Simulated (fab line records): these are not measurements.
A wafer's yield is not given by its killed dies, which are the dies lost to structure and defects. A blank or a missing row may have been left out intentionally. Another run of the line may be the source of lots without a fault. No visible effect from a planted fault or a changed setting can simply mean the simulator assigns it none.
Split-lot experiment :: flow n5_finfet :: 21 wafers read across 7 lots, on a route 1938 steps long

## THE SPLIT ITSELF
At N5_BEOL_M14_ETCH_68 (etches SOC in N2/H2, time 450 s), the setting time_s was moved away from the recipe's 450 s on 13 of the 21 wafers read, by -22.1% to +12.3%. The other wafers ran this setting at the recipe's value.

The reading comes from the split's own step.

## THE READING
SiARC_of_BEOL_M14_COAT_66.thk_nm (the simulator's own value, which no gauge read), in nm, at N5_BEOL_M14_ETCH_68 (etches SOC in N2/H2, time 450 s). The file gives no usual value for it. Average 65.0 nm, standard deviation 0.55 nm, over the 8 wafers here run with the recipe.

wafer: L078.1
tool, chamber at the split: rie_diel-06, 2,0
time_s as run, s: 450
against the recipe: recipe
SiARC_of_BEOL_M14_COAT_66.thk_nm, nm: 65.2
against lot-mates on the recipe: -

wafer: L078.2
tool, chamber at the split: rie_diel-06, 2,0
time_s as run, s: 450
against the recipe: recipe
SiARC_of_BEOL_M14_COAT_66.thk_nm, nm: 65.2
against lot-mates on the recipe: -

wafer: L078.3
tool, chamber at the split: rie_diel-06, 1
time_s as run, s: 450
against the recipe: recipe
SiARC_of_BEOL_M14_COAT_66.thk_nm, nm: 65.4
against lot-mates on the recipe: -

wafer: L083.3
tool, chamber at the split: rie_diel-03, 0
time_s as run, s: 450
against the recipe: recipe
SiARC_of_BEOL_M14_COAT_66.thk_nm, nm: 64.6
against lot-mates on the recipe: -

wafer: L083.4
tool, chamber at the split: rie_diel-03, 3
time_s as run, s: 404.3
against the recipe: -10.2%
SiARC_of_BEOL_M14_COAT_66.thk_nm, nm: 70.4
against lot-mates on the recipe: +5.8

wafer: L083.6
tool, chamber at the split: rie_diel-03, 1
time_s as run, s: 404.3
against the recipe: -10.2%
SiARC_of_BEOL_M14_COAT_66.thk_nm, nm: 70.2
against lot-mates on the recipe: +5.6

wafer: L081.1
tool, chamber at the split: rie_diel-03, 0
time_s as run, s: 450
against the recipe: recipe
SiARC_of_BEOL_M14_COAT_66.thk_nm, nm: 63.8
against lot-mates on the recipe: -

wafer: L081.4
tool, chamber at the split: rie_diel-03, 1
time_s as run, s: 450
against the recipe: recipe
SiARC_of_BEOL_M14_COAT_66.thk_nm, nm: 65.6
against lot-mates on the recipe: -

wafer: L081.5
tool, chamber at the split: rie_diel-03, 3
time_s as run, s: 505.4
against the recipe: +12.3%
SiARC_of_BEOL_M14_COAT_66.thk_nm, nm: 59.4
against lot-mates on the recipe: -5.3

wafer: L082.1
tool, chamber at the split: rie_diel-04, 1
time_s as run, s: 368.6
against the recipe: -18.1%
SiARC_of_BEOL_M14_COAT_66.thk_nm, nm: 74.6
against lot-mates on the recipe: no lot-mate on the recipe

wafer: L082.2
tool, chamber at the split: rie_diel-04, 3
time_s as run, s: 368.6
against the recipe: -18.1%
SiARC_of_BEOL_M14_COAT_66.thk_nm, nm: 73.6
against lot-mates on the recipe: no lot-mate on the recipe

wafer: L082.3
tool, chamber at the split: rie_diel-04, 2
time_s as run, s: 368.6
against the recipe: -18.1%
SiARC_of_BEOL_M14_COAT_66.thk_nm, nm: 73.4
against lot-mates on the recipe: no lot-mate on the recipe

wafer: L090.1
tool, chamber at the split: rie_diel-04, 3
time_s as run, s: 450
against the recipe: recipe
SiARC_of_BEOL_M14_COAT_66.thk_nm, nm: 65.2
against lot-mates on the recipe: -

wafer: L090.3
tool, chamber at the split: rie_diel-04, 2,1
time_s as run, s: 350.4
against the recipe: -22.1%
SiARC_of_BEOL_M14_COAT_66.thk_nm, nm: 75.4
against lot-mates on the recipe: +10.2

wafer: L090.6
tool, chamber at the split: rie_diel-04, 2,1
time_s as run, s: 350.4
against the recipe: -22.1%
SiARC_of_BEOL_M14_COAT_66.thk_nm, nm: 75.4
against lot-mates on the recipe: +10.2

wafer: L093.1
tool, chamber at the split: rie_diel-06, 2
time_s as run, s: 491.4
against the recipe: +9.2%
SiARC_of_BEOL_M14_COAT_66.thk_nm, nm: 60.4
against lot-mates on the recipe: no lot-mate on the recipe

wafer: L093.4
tool, chamber at the split: rie_diel-06, 1
time_s as run, s: 491.4
against the recipe: +9.2%
SiARC_of_BEOL_M14_COAT_66.thk_nm, nm: 60.6
against lot-mates on the recipe: no lot-mate on the recipe

wafer: L093.6
tool, chamber at the split: rie_diel-06, 2
time_s as run, s: 491.4
against the recipe: +9.2%
SiARC_of_BEOL_M14_COAT_66.thk_nm, nm: 60
against lot-mates on the recipe: no lot-mate on the recipe

wafer: L095.2
tool, chamber at the split: rie_diel-06, 0
time_s as run, s: 450
against the recipe: recipe
SiARC_of_BEOL_M14_COAT_66.thk_nm, nm: 64.6
against lot-mates on the recipe: -

wafer: L095.3
tool, chamber at the split: rie_diel-06, 1
time_s as run, s: 385.7
against the recipe: -14.3%
SiARC_of_BEOL_M14_COAT_66.thk_nm, nm: 71.6
against lot-mates on the recipe: +7.0

wafer: L095.5
tool, chamber at the split: rie_diel-06, 1
time_s as run, s: 385.7
against the recipe: -14.3%
SiARC_of_BEOL_M14_COAT_66.thk_nm, nm: 71.6
against lot-mates on the recipe: +7.0
Where a row lists several chambers, the file gives one row for several wafers and doesn't say which wafer went through which chamber.

THE FIT
A straight line over all 21 wafers: SiARC_of_BEOL_M14_COAT_66.thk_nm changes by -0.483 nm for each +1% of time_s; r = -1.00; the points scatter about the line by 0.48 nm.
The same after taking each lot's own level away (the mean of its wafers on the recipe; 15 wafers): -0.469 nm for each +1%; r = -0.99; scatter 0.51 nm.
According to that fit, moving time_s by its largest amount changes the reading by 10 nm.
Measured against the standard deviation above, the lots' own levels, which go from 64.60 to 65.27 nm, span 1.2 times it.
Consequently the slope shifts little with the lot-to-lot level, the two slopes agreeing.
Check: +10.7 nm against its lot-mates is what the line predicts for one of the wafers moved furthest among these (-22.1%) when that wafer is left out of the fit. Against them it came out at +10.2 nm.

## ADDITIONAL SPLITS CARRIED BY THESE WAFERS
Note: prior to the reading, these wafers also went through further splits. Each is held against what the fit with the lots' levels taken away leaves over:
other split on the same wafers: N5_BEOL_M14_PEB_26 peb_temp_c
wafers away from the commonest value: 5
r with SiARC_of_BEOL_M14_COAT_66.thk_nm (lot level and that fit taken away): -0.07

## FILE'S OWN FIT
SiARC_of_BEOL_M14_COAT_66.thk_nm changes by -0.473 nm for each +1% of time_s, r = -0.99.
